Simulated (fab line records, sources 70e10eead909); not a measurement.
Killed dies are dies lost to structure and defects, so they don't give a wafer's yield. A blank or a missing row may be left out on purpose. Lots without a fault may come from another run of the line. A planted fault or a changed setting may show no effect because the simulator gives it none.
A struck lot beside a sound one | flow nand_harc | 40 steps out of a route of 1302
Sound: wafers L573.1, L573.5, L573.6. Struck: wafers L585.3, L585.5. (L585.2 of the same lot was not struck and is left out.) The cause comes at the end.
At each step with rows: each side's tool, then ch and its chambers, then its first start. Under that, the readings that differ: sound wafers | struck wafers | difference of the means | sigmas: that difference in standard deviations of wafers without a fault.
alike: readings whose means differ by less than 2 such deviations, and words and numbers that are the same on both sides. not compared: withheld readings, readings that some wafer has no value for, bounds like >300 that may hide the same value, and numbers for which the record gives no deviation and whose values overlap.
The two part at a step that has a row with sigmas, a row that says differs or no value, or rows on one side only. Numbers that don't overlap but have no deviation are shown without sigmas and don't part them. A reading that every wafer of one side lacks parts them only if that side has two wafers or more.

first, 2 steps without rows for these wafers: NHARC_THIN_TSV_ETCH_44 (etches the open film in CF4/O2, target depth 1594.2 nm, time 797.1 s); NHARC_THIN_TSV_ETCH_15 (target depth 3000 nm, bosch target overetch cycles 2, bosch etch step 2.8 s).
NHARC_THIN_TSV_CD_MEAS_16:
  sound on cd_sem-01, day 25 03:25; struck on cd_sem-01, day 29 23:15
  reading    | sound             | struck        | difference | sigmas
  cd_nm (nm) | 996.1 996.9 998.1 | 1000.9 1001.8 | +4.3       | +2
then, 2 steps without rows for these wafers: NHARC_THIN_TSV_STRIP_45 (strips in O2); NHARC_THIN_TSV_STRIP_46 (strips in post etch residue remover, time 1200 s).
NHARC_THIN_TSV_DEP_47: deposits SiO2, target thk 200 nm.
  sound on pecvd-04 ch 0,1, day 25 04:30; struck on pecvd-02 ch 1,2, day 30 00:13
  alike: throttle_valve_pct
NHARC_THIN_TSV_ETCHBACK_48: etches the open film in C4F8/Ar, target depth 1028.5 nm, time 405.17 s.
  sound on rie_diel-06 ch 0,1,3, day 25 04:59; struck on rie_diel-01 ch 0,3, day 30 00:40
  alike: oes_product_au, rf_vpp_V
  not compared: rf_hours_counter_h
then, 2 steps without rows for these wafers: NHARC_THIN_TSV_STRIP_62 (strips in N2/H2, time 20 s); NHARC_THIN_TSV_DEGAS_49 (time 120 s).
NHARC_THIN_TSV_PRE_CLEAN_50: time 30 s.
  sound on pvd_sputter-02; struck on pvd_sputter-03
  alike: heater_power_w, susceptor_temp_C
then, 2 steps without rows for these wafers: NHARC_THIN_TSV_PVD_19 (deposits TaN, target thk 20 nm); NHARC_THIN_TSV_PVD_51 (deposits Cu, target thk 100 nm).
NHARC_THIN_TSV_ECD_20: material Cu, target thk 2000 nm.
  sound on ecd_cu-02 ch 0,1, day 25 05:58; struck on ecd_cu-02 ch 0,1, day 30 01:43
then, 1 step without rows for these wafers: NHARC_THIN_TSV_ANNEAL_52 (time 90 s).
NHARC_THIN_TSV_CMP_21: polishes, t overpolish 30 s, target thk 2000 nm.
  sound on cmp-04 ch 0,2,3, day 25 07:08; struck on cmp-04 ch 3, day 30 02:43
  alike: motor_current_A, overpolish_run_s
then, 13 steps without rows for these wafers: NHARC_THIN_TSV_SRD_23; NHARC_THIN_TSV_DEGAS_53 (time 60 s); NHARC_THIN_TSV_PRE_CLEAN_54 (time 30 s); NHARC_THIN_TSV_PVD_55 (deposits TiN, target thk 50 nm); NHARC_THIN_TSV_PVD_24 (deposits Al, target thk 800 nm); NHARC_THIN_TSV_DEHYDRATE_25 (time 120 s); NHARC_THIN_TSV_HMDS_26 (time 30 s); NHARC_THIN_TSV_COAT_27; NHARC_THIN_TSV_SOFTBAKE_28 (time 95 s); NHARC_THIN_TSV_EBR_29; NHARC_THIN_TSV_EXPOSE_30 (exposes mask PAD); NHARC_THIN_TSV_PEB_31 (peb time 85 s); NHARC_THIN_TSV_DEVELOP_32 (time 70 s).
NHARC_THIN_TSV_CD_MEAS_33: target cd 5000 nm.
  sound on cd_sem-02 ch 0, day 25 08:31; struck on cd_sem-02 ch 0, day 30 04:10
  alike: cd_nm
then, 4 steps without rows for these wafers: NHARC_THIN_TSV_HARDBAKE_34 (time 80 s); NHARC_THIN_TSV_DESCUM_35 (chemistry O2, time 3 s); NHARC_THIN_TSV_ETCH_59 (etches the open film in Cl2/BCl3, target depth 880 nm, time 138.1 s); NHARC_THIN_TSV_ETCH_36 (etches the open film in Cl2/BCl3, target depth 65 nm, time 18.571 s).
NHARC_THIN_TSV_STRIP_56: strips in O2.
  sound on plasma_asher-01 ch 0,1, day 25 09:12; struck on plasma_asher-02 ch 0,1, day 30 04:52
  alike: drypump_motor_current_A, heater_power_w
  not compared: rf_hours_counter_h
then, 1 step without rows for these wafers: NHARC_THIN_TSV_STRIP_57 (strips in post etch residue remover, time 1200 s).
NHARC_THIN_TSV_CD_MEAS_37:
  sound on cd_sem-02, day 25 09:57; struck on cd_sem-03, day 30 05:37
  alike: cd_nm
then, 1 step without rows for these wafers: NHARC_THIN_TSV_ANNEAL_58 (time 1800 s).
NHARC_THIN_TSV_INSPECT_40:
  sound on defect_inspect-01, day 25 13:22; struck on defect_inspect-01, day 30 10:54
  alike: raw_defect_count
NHARC_END_WLT_00:
  the record has rows for the sound wafers here (prober-02, day 25 16:43) and none for the struck ones
NHARC_END_SORT_01:
  the record has rows for the struck wafers here (prober-02 ch 0, day 30 15:34) and none for the sound ones

WHERE THEY PART
First at NHARC_THIN_TSV_CD_MEAS_16; last, within this record, at NHARC_END_SORT_01.

WHY: what the simulator had put in
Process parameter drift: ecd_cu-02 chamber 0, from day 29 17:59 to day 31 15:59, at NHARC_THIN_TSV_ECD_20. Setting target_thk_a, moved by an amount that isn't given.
